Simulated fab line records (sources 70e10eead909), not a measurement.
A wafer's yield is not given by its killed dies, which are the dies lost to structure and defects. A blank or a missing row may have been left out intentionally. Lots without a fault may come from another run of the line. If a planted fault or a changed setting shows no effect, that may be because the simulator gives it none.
What tool caused it? || flow nand-harc || 12 lots, 36 wafers sampled, at 2 steps of a route of 1302

WHAT EACH GAUGE READ, for each wafer
NHARC_A_SLIT_OVL_MEAS_10. Usual: overlay-x-nm -0.1 nm, standard deviation 0.81; overlay-y-nm 0.1 nm, standard deviation 0.88.
{"lot": "L550", "measured": "day 20 10:16", "on": "overlay-01", "overlay-x-nm (nm)": "-1.3 -1.5 -1.3", "overlay-y-nm (nm)": "1.3 0.5 0.9", "flag": ""}
{"lot": "L551", "measured": "day 21 04:25", "on": "overlay-02", "overlay-x-nm (nm)": "-1.1 -1.2 -0.9", "overlay-y-nm (nm)": "-0.2 0.2 -0.1", "flag": ""}
{"lot": "L552", "measured": "day 21 15:50", "on": "overlay-01", "overlay-x-nm (nm)": "1.0 1.2 1.0", "overlay-y-nm (nm)": "0.9 0.1 0.5", "flag": ""}
{"lot": "L553", "measured": "day 22 08:01", "on": "overlay-02", "overlay-x-nm (nm)": "1.4 1.5 1.4", "overlay-y-nm (nm)": "-1.8 -1.4 -1.7", "flag": ""}
{"lot": "L555", "measured": "day 22 17:41", "on": "overlay-01", "overlay-x-nm (nm)": "-0.1 0.0 -0.6", "overlay-y-nm (nm)": "-0.9 -1.6 -1.9", "flag": ""}
{"lot": "L554", "measured": "day 22 17:50", "on": "overlay-01", "overlay-x-nm (nm)": "0.7 0.4 0.8", "overlay-y-nm (nm)": "0.2 0.5 0.1", "flag": ""}
{"lot": "L556", "measured": "day 23 05:19", "on": "overlay-02", "overlay-x-nm (nm)": "0.7 -0.1 0.2", "overlay-y-nm (nm)": "0.9 0.7 1.3", "flag": ""}
{"lot": "L558", "measured": "day 23 18:06", "on": "overlay-02", "overlay-x-nm (nm)": "1.1 1.5 1.2", "overlay-y-nm (nm)": "0.9 0.9 0.7", "flag": ""}
{"lot": "L563", "measured": "day 26 01:18", "on": "overlay-01", "overlay-x-nm (nm)": "-1.2 -0.8 -0.8", "overlay-y-nm (nm)": "1.1 1.3 0.9", "flag": ""}
{"lot": "L569", "measured": "day 28 18:54", "on": "overlay-01", "overlay-x-nm (nm)": "-1.7 -1.0 -1.3", "overlay-y-nm (nm)": "0.0 -0.1 0.2", "flag": ""}
{"lot": "L568", "measured": "day 28 19:34", "on": "overlay-02", "overlay-x-nm (nm)": "-1.1 -0.7 -0.7", "overlay-y-nm (nm)": "0.6 0.5 0.7", "flag": ""}
{"lot": "L571", "measured": "day 29 13:25", "on": "overlay-01", "overlay-x-nm (nm)": "-0.9 -0.7 0.0", "overlay-y-nm (nm)": "1.2 1.2 2.2", "flag": ""}

NHARC_A_SLIT_INSPECT_11. Usual: raw-defect-count 53, standard deviation 28.
{"lot": "L550", "measured": "day 20 10:18", "on": "defect-inspect-01", "raw-defect-count": "70 80 74", "flag": ""}
{"lot": "L551", "measured": "day 21 04:27", "on": "defect-inspect-01", "raw-defect-count": "61 51 61", "flag": ""}
{"lot": "L552", "measured": "day 21 15:52", "on": "defect-inspect-02", "raw-defect-count": "16 25 17", "flag": ""}
{"lot": "L553", "measured": "day 22 08:02", "on": "defect-inspect-01", "raw-defect-count": "57 68 84", "flag": ""}
{"lot": "L555", "measured": "day 22 17:43", "on": "defect-inspect-02", "raw-defect-count": "27 17 24", "flag": ""}
{"lot": "L554", "measured": "day 22 17:53", "on": "defect-inspect-02", "raw-defect-count": "129 126 111", "flag": ""}
{"lot": "L556", "measured": "day 23 05:21", "on": "defect-inspect-01", "raw-defect-count": "76 85 76", "flag": ""}
{"lot": "L558", "measured": "day 23 18:08", "on": "defect-inspect-02", "raw-defect-count": "98 105 90", "flag": ""}
{"lot": "L563", "measured": "day 26 01:20", "on": "defect-inspect-02", "raw-defect-count": "102 76 83", "flag": ""}
{"lot": "L569", "measured": "day 28 18:56", "on": "defect-inspect-01", "raw-defect-count": "9 9 6", "flag": ""}
{"lot": "L568", "measured": "day 28 19:36", "on": "defect-inspect-02", "raw-defect-count": "11 12 17", "flag": ""}
{"lot": "L571", "measured": "day 29 13:26", "on": "defect-inspect-02", "raw-defect-count": "38 30 41", "flag": ""}

WHAT TOOL EACH LOT RAN ON (gives the tool, then ch and the chambers of the sampled wafers, and finally the start)
Before these readings, the record contains no process step.

WHAT THE TOOLS THEMSELVES READ (means of the sampled wafers that have a number; where no wafer has one, the mark that the record gives instead)
The record holds no such reading with a usual standard deviation.

THE ANSWER, worked out from the rows above alone
Rule: lot off if the mean of its wafers having a number is beyond 3 standard deviations from the usual mean. Also off: a lot with no number at a reading for which 4 or more lots have one. All remaining lots with rows at the step are treated as sound. The gauges are gone through in route order, then the tools' own readings, and for those a lot's mean is taken as printed above. The first step at which some lot is off is used, and at that step the reading that is off furthest; a lot without a number counts as furthest.
No lot is off on any of the readings shown, so nothing can be concluded from this.

WHAT THE SIMULATOR PUT IN
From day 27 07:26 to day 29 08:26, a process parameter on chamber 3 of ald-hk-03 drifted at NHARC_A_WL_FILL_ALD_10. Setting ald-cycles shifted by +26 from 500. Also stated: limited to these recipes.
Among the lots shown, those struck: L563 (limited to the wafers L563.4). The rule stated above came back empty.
